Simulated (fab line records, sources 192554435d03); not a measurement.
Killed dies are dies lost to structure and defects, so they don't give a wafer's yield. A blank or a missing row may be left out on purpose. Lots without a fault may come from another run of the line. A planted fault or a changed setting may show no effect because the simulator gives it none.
fab line records | flow n5_finfet
record lots=12 wafers=32 last_day=18
route steps=1938 shown BEOL_M1@792 MIM_TOP_ETCH@1852 TV_OPEN@1889 PASSIVATION@1936
lots that met no fault: from a run of the same line without faults
start_h: hours from the record's first day to the start of the lot's first wafer shown | wait_h: hours since the lot's step before | " the same as in the row above | L1.1+2: a row that stands for several wafers | - no value, or no start given | * or withheld: withheld | < > ~ a bound
route shown NAME@n: a module of which the file shows steps, and the number in the route of the first | usual: mean/standard deviation of fault-free wafers | same: alike in all rows | chamber/n: place in a boat | sites: the reading at each site | _std_site: their standard deviation | _edge_site: outer sites' mean less inner sites' | radius_mm: how far each site lies from the wafer's centre | mask NAME#n: copy n | behind: the tool/chamber that last shaped the wafer | hold: why the lot was held/for how many hours/how that ended | device: the transistor (n, p or np) that didn't switch | end of line: the same wafers' tests at the end of the route | a step without rows: its recipe alone | killed: dies lost to structure and defects at the first sort, not the wafer's yield | map: a wafer's dies, x killed, . not, _ none there
set.NAME: the setting as run; set.NAME@STEP: as run at that earlier step | model.NAME: the simulator's own value behind a step, which no gauge read
steps of the route over a sample of lots; a table a step, a row a wafer
services: from which hour (start_h, from the record's first day; less than 0 if before it) a tool's chamber was out of use, for how many hours, and why
## steps
# step N5_BEOL_M1_ALD_98
# recipe material=SiO2 target_thk_a=25 temp_c=100 ald_precursor_family=BDEAS ald_co_reactant=O2-plasma pulse_time_s=1 co_reactant_pulse_time_s=1 purge_time_s=2 co_reactant_purge_time_s=2 ald_cycles=17 pressure_torr=2
# usual chamber_pressure_Torr=2.000/0.0038 heater_power_w=78/9 precursor_pulse_height_rel=1.001/0.019
# same pulse_time_s=1
# columns lot.wafer tool chamber start_h wait_h chamber_pressure_Torr heater_power_w precursor_pulse_height_rel since_wet_clean_h
L831.1 ald_sin-04 1 132.71 0.1 1.997 75 1.001 228
L831.4 " 0 " " 2.002 83 0.998 228
L831.6 " 2 " " 2.003 85 1.020 -
L833.2 ald_sin-02 2 136.43 0.1 2.005 69 0.973 127
L833.4 " 3 " " 1.995 78 0.977 127
L833.5 " 2 " " 1.997 71 0.989 -
L835.2 ald_sin-02 3 154.90 0.4 2.005 77 0.974 145
L835.4 " 2 " " 1.998 70 0.979 145
L835.6 " 3 " " 1.998 77 0.958 -
L836.5 ald_sin-03 2 162.58 0.1 2.002 71 1.022 -
L836.6 " 1 " " 1.991 78 1.003 -
L837.3 ald_sin-03 1 167.29 0.1 1.998 76 0.979 356
L837.5 " 2 " " 2.003 70 1.014 -
L837.6 " 1 " " 1.990 76 0.982 -
L839.1 ald_sin-02 0 180.49 0.7 2.005 65 1.043 171
L839.3 " 1 " " 2.002 88 1.042 171
L839.4 " 2 " " 2.002 67 0.992 171
L840.3 ald_sin-02 2 184.97 0.1 1.999 70 1.016 175
L840.4 " 1 " " 2.000 87 0.983 175
L840.6 " 3 " " 2.004 78 0.987 -
L841.4 ald_sin-03 2 192.92 0.1 2.005 71 1.009 2
L841.6 " 3 " " 2.008 98 1.011 -
L842.1 ald_sin-02 0 197.85 0.1 1.995 63 1.009 188
L842.2 " 1 " " 1.999 84 1.013 188
L842.4 " 2 " " 1.999 69 0.993 188
L843.1 ald_sin-04 2 200.54 0.1 2.003 88 1.023 296
L843.3 " 3 " " 1.998 70 1.028 296
L847.1 ald_sin-02 1 226.91 0.1 1.999 87 0.992 217
L847.2 " 0 " " 1.996 64 1.009 217
L847.6 " 1 " " 2.001 85 0.991 -
L853.1 ald_sin-04 2 264.59 0.1 2.006 85 0.985 360
L853.4 " 0 " " 2.001 86 0.992 360
# step N5_MIM_TOP_ETCH_STRIP_01
# recipe chemistry=O2 power_w=600 temp_c=60 pressure_mtorr=30 rf_frequency_hz=6e+07 bias_power_w=0 overash_fraction=0.5 o2_flow_sccm=225
# usual drypump_motor_current_A=5.6/0.31 oes_product_au=0.79/0.085 rf_vpp_V=3.6/1.3 showerhead_plenum_p_Torr=2.11/0.047 temp_c=60.01/0.12 throttle_valve_pct=16.65/0.2
# same bias_power_w=0
# columns lot.wafer tool chamber start_h wait_h drypump_motor_current_A oes_product_au rf_hours_counter_h rf_vpp_V showerhead_plenum_p_Torr temp_c throttle_valve_pct
L831.1 rie_diel-05 1 268.43 0.2 5.3 0.77 113 2.8 2.11 60.16 16.47
L831.4 " 2 " " 5.6 0.79 78 6.1 2.11 60.19 16.56
L831.6 " 0 " " 6.0 0.73 - 3.6 2.17 60.02 16.59
L833.2 rie_diel-01 1 271.71 0.1 6.0 0.95 7 2.9 2.17 60.26 16.79
L833.4 " 1 " " 6.0 0.93 - 3.1 2.17 60.10 16.76
L833.5 " 3 " " 5.7 0.73 - 2.8 2.14 59.87 16.41
L835.2 rie_diel-05 0 297.73 0.1 6.0 0.75 200 4.2 2.17 60.13 16.58
L835.4 " 3 " " 5.5 0.67 249 2.7 2.07 59.96 17.02
L835.6 " 2 " " 5.5 0.82 - 4.4 2.11 59.96 16.59
L837.3 rie_diel-06 1 309.76 0.1 5.3 0.90 34 3.3 2.14 59.83 16.31
L837.5 " 2 " " 5.5 0.69 - 3.9 2.08 59.84 16.95
L837.6 " 1 " " 5.3 0.90 - 1.8 2.14 59.83 16.34
L836.5 rie_diel-06 3 318.57 0.1 5.3 0.78 - 6.0 2.02 59.98 16.68
L836.6 " 0 " " 5.8 0.69 - 2.7 2.13 60.16 16.66
L839.1 rie_diel-01 1 322.17 0.1 6.0 0.90 24 4.0 2.17 59.94 16.81
L839.3 " 3 " " 5.8 0.71 248 3.5 2.13 59.92 16.45
L839.4 " 2 " " 5.3 0.96 16 4.0 2.07 60.05 16.38
L842.1 rie_diel-06 3 329.05 0.1 5.3 0.77 122 2.4 2.02 59.77 16.71
L842.2 " 0 " " 5.8 0.69 219 5.6 2.13 59.95 16.70
L842.4 " 1 " " 5.3 0.86 40 4.0 2.13 59.99 16.34
L841.4 rie_diel-06 3 331.29 0.1 5.2 0.80 122 4.7 2.02 59.99 16.72
L841.6 " 3 " " 5.3 0.78 - 5.1 2.02 60.20 16.65
L840.3 rie_diel-05 0 334.90 0.3 6.0 0.71 214 3.2 2.17 60.09 16.65
L840.4 " 1 " " 5.3 0.75 136 3.1 2.10 59.96 16.53
L840.6 " 0 " " 6.0 0.71 - 2.7 2.17 60.03 16.65
L843.1 rie_diel-01 2 341.71 0.4 5.3 0.91 25 2.6 2.06 59.83 16.45
L843.3 " 0 " " 6.1 0.79 73 4.1 2.14 60.13 16.77
L847.1 rie_diel-06 1 367.23 0.1 5.3 0.86 48 2.0 2.13 59.86 16.33
L847.2 " 3 " " 5.2 0.78 128 1.9 2.02 59.98 16.69
L847.6 " 2 " " 5.6 0.66 - 2.5 2.07 60.05 16.97
L853.1 rie_diel-01 0 423.81 0.1 6.1 0.78 102 3.5 2.13 59.89 16.88
L853.4 " 1 " " 6.0 0.87 60 4.4 2.15 60.02 16.87
# step N5_PASSIVATION_STRIP_14
# recipe chemistry=O2 power_w=600 temp_c=60 pressure_mtorr=30 rf_frequency_hz=6e+07 bias_power_w=0 overash_fraction=0.5 o2_flow_sccm=225
# usual drypump_motor_current_A=5.6/0.31 oes_product_au=0.80/0.083 rf_vpp_V=3.6/0.85 showerhead_plenum_p_Torr=2.11/0.043 temp_c=60.01/0.12 throttle_valve_pct=16.61/0.21
# same bias_power_w=0
# columns lot.wafer tool chamber start_h wait_h drypump_motor_current_A oes_product_au rf_hours_counter_h rf_vpp_V showerhead_plenum_p_Torr temp_c throttle_valve_pct
L831.1 rie_diel-05 1 270.89 0.1 5.3 0.77 113 3.1 2.11 60.06 16.49
L831.4 " 2 " " 5.5 0.79 79 4.4 2.11 59.91 16.61
L831.6 " 1 " " 5.3 0.79 - 3.8 2.11 60.13 16.51
L833.2 rie_diel-05 0 274.52 0.1 6.0 0.72 193 4.1 2.17 60.01 16.64
L833.4 " 3 " " 5.5 0.67 242 2.5 2.07 60.26 17.00
L833.5 " 2 " " 5.5 0.81 - 4.0 2.11 60.17 16.59
L835.2 rie_diel-05 3 300.35 0.1 5.5 0.67 250 2.9 2.07 60.16 17.01
L835.4 " 0 " " 6.0 0.73 200 2.1 2.17 59.96 16.63
L835.6 " 2 " " 5.5 0.81 - 2.4 2.11 59.90 16.65
L837.3 rie_diel-05 1 312.68 0.1 5.3 0.76 128 2.7 2.10 59.93 16.55
L837.5 " 0 " " 6.0 0.72 - 3.3 2.17 60.20 16.64
L837.6 " 2 " " 5.6 0.80 - 2.3 2.11 60.21 16.64
L836.5 rie_diel-05 1 321.07 0.0 5.3 0.77 - 3.4 2.11 60.08 16.52
L836.6 " 0 " " 6.0 0.73 - 2.8 2.17 59.97 16.63
L839.1 rie_diel-05 0 324.97 0.1 6.1 0.71 211 4.1 2.17 59.87 16.63
L839.3 " 2 " " 5.6 0.78 97 2.2 2.10 60.08 16.61
L839.4 " 1 " " 5.3 0.76 132 3.8 2.10 59.96 16.55
L842.1 rie_diel-01 0 333.57 0.1 6.1 0.81 68 5.9 2.15 60.02 16.81
L842.2 " 1 " " 6.0 0.90 28 4.9 2.16 59.99 16.82
L842.4 " 1 " " 5.9 0.90 - 3.2 2.16 60.02 16.81
L841.4 rie_diel-05 3 334.29 0.1 5.5 0.94 7 3.1 2.06 60.02 16.56
L841.6 " 0 " " 6.0 0.71 - 4.0 2.17 59.89 16.62
L840.3 rie_diel-01 1 338.16 0.1 5.9 0.89 31 4.7 2.16 59.95 16.87
L840.4 " 0 " " 6.1 0.78 - 4.3 2.14 60.32 16.77
L840.6 " 2 " " 5.3 0.91 - 3.0 2.07 60.15 16.42
L843.1 rie_diel-01 0 344.46 0.1 6.1 0.79 75 2.5 2.14 60.14 16.79
L843.3 " 1 " " 6.0 0.88 35 5.0 2.16 60.06 16.83
L847.1 rie_diel-05 1 369.75 0.1 5.3 0.75 148 3.8 2.10 59.90 16.57
L847.2 " 0 " " 6.1 0.71 226 3.1 2.16 59.97 16.63
L847.6 " 2 " " 5.5 0.79 - 3.3 2.10 60.05 16.65
L853.1 rie_diel-01 0 427.76 0.1 6.0 0.78 103 5.0 2.13 59.92 16.86
L853.4 " 2 " " 5.2 0.87 52 4.2 2.06 59.94 16.47
# step N5_PASSIVATION_PROBE_49
# usual defect_limited_yield=91.7/1.7 killed_at_M0_to_M3=34/10 killed_at_M4_up=13/5.1 killed_at_contacts=12/6.2 killed_at_front_end=36/12 killed_at_other=3.2/2.6 killed_dies=98/20 killed_on_rim=13/4.5 killed_open=65/13 killed_short=32/8.4 sort_bin_5_function=4.8/1.1 sort_bin_6_memory=3.2/0.74 sort_n_pass=1082/20 sort_yield_pct=91.7/1.7
# same gross_dies=1180 killed_at_back_side=0 sort_bin_4_leakage[%]=0 sort_bin_8_speed[%]=0
# columns lot.wafer tool chamber start_h wait_h defect_limited_yield[%] killed_at_M0_to_M3 killed_at_M4_up killed_at_contacts killed_at_front_end killed_at_other killed_dies killed_on_rim killed_open killed_short sort_bin_5_function[%] sort_bin_6_memory[%] sort_n_pass sort_yield_pct[%]
L842.1 prober-01 - 339.82 0.0 85.8 111 15 2 37 3 168 20 52 24 8.3 3.8 1012 85.8
L842.2 prober-01 - 339.87 0.1 85.7 114 11 6 35 3 169 31 57 28 9.4 3.6 1011 85.7
L842.4 prober-01 - 339.97 0.2 88.6 89 16 3 19 8 135 21 40 18 8.1 2.1 1045 88.6
L847.1 prober-01 - 376.49 0.0 87.9 104 7 3 28 1 143 24 36 25 8.1 2.2 1037 87.9
L847.2 prober-01 - 376.54 0.1 84.2 124 13 11 33 5 186 23 65 23 10.1 3.6 994 84.2
L847.6 prober-01 - 376.74 0.3 84.8 112 10 13 38 6 179 34 63 33 8.5 4.8 1001 84.8
# killed by level:class
L842.1 BEOL_M1:unspecified=92 STI_FIN_REVEAL:geometric_particle:open=11 BEOL_M1:geometric_particle:open=6 BEOL_M3:geometric_particle:open=6 BEOL_M4:geometric_particle:open=6 GATE_CUT:geometric_particle:short=5 FIN_SAQP:geometric_particle:short=4 FIN_SAQP:geometric_particle:open=4
L842.2 BEOL_M1:unspecified=84 STI_FIN_REVEAL:geometric_particle:open=7 FIN_SAQP:geometric_particle:short=6 BEOL_M3:geometric_particle:open=6 GATE_CUT:geometric_particle:short=5 MOL_CONTACT_COAG:geometric_particle:open=5 BEOL_M0_SAQP:geometric_particle:short=5 BEOL_M1:geometric_particle:open=5
L842.4 BEOL_M1:unspecified=77 BEOL_M4:geometric_particle:open=10 STI_FIN_REVEAL:geometric_particle:open=6 BEOL_M3:geometric_particle:open=6 FIN_SAQP:geometric_particle:short=3 MOL_CONTACT_COAG:geometric_particle:open=3 PAD_METAL:geometric_particle:open=3 DUMMY_GATE:geometric_particle:open=2
L847.1 BEOL_M1:unspecified=82 FIN_SAQP:geometric_particle:short=7 BEOL_M0_SAQP:geometric_particle:short=6 STI_FIN_REVEAL:geometric_particle:open=5 GATE_CUT:geometric_particle:short=5 BEOL_M3:geometric_particle:open=4 GATE_CUT:geometric_particle:open=4 BEOL_M0_SAQP:geometric_particle:open=4
L847.2 BEOL_M1:unspecified=96 BEOL_M3:geometric_particle:open=14 MOL_CONTACT_COAG:geometric_particle:open=9 STI_FIN_REVEAL:geometric_particle:open=9 FIN_SAQP:geometric_particle:short=6 FIN_SAQP:geometric_particle:open=5 GATE_CUT:geometric_particle:open=4 BEOL_M1:geometric_particle:open=4
L847.6 BEOL_M1:unspecified=82 BEOL_M2:geometric_particle:open=11 MOL_CONTACT_COAG:geometric_particle:open=10 STI_FIN_REVEAL:geometric_particle:open=9 FIN_SAQP:geometric_particle:open=7 GATE_CUT:geometric_particle:short=7 BEOL_M3:geometric_particle:open=6 BEOL_M1:geometric_particle:open=5
## services
# columns tool chamber start_h hours kind
rie_diel-06 1 130.63 9.8 repair
rie_diel-06 2 149.71 12.8 repair
rie_diel-01 3 157.99 1.5 repair
rie_diel-06 1 177.25 22.2 repair
ald_sin-03 - 177.36 14.0 pm
rie_diel-06 2 194.15 4.6 repair
ald_sin-02 2 202.57 4.8 repair
ald_sin-04 2 218.00 5.9 repair
ald_sin-02 2 219.17 9.0 repair
ald_sin-03 2 243.56 33.4 repair
ald_sin-03 0 248.80 2.3 repair
ald_sin-02 - 256.16 1.2 repair
ald_sin-04 - 268.25 14.0 pm
rie_diel-06 0 274.36 3.1 repair
rie_diel-06 3 294.02 4.3 repair
ald_sin-03 - 307.74 3.0 repair
rie_diel-06 - 331.77 14.6 pm
ald_sin-03 - 345.93 2.8 pm
ald_sin-04 - 369.30 0.7 repair
ald_sin-02 - 371.98 0.3 repair
ald_sin-02 - 373.81 14.0 pm
ald_sin-03 0 389.31 14.6 repair
rie_diel-05 1 406.43 4.8 repair
rie_diel-06 - 424.84 1.4 repair
## key
first_sign step=N5_PASSIVATION_PROBE_49 reading=killed_at_M0_to_M3 direction=up sigmas=7.1 usual=34 struck=109
effect step=N5_PASSIVATION_PROBE_49 reading=defect_limited_yield direction=down sigmas=3.3 usual=91.7 struck=86.2
more_kills_born_at N5_BEOL_M1_ALD_98@ald_sin-02=513
met_at N5_BEOL_M1_ALD_98
struck_lots L842,L847
not_acting_at N5_MIM_TOP_ETCH_STRIP_01,N5_PASSIVATION_STRIP_14
onset_between 184.97 197.85
fault kind=chamber_particle_source tool=ald_sin-02 chamber=- onset_h=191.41 steps=N5_BEOL_M1_ALD_98 rate_per_visit_cm2=0.74455 end_h=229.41
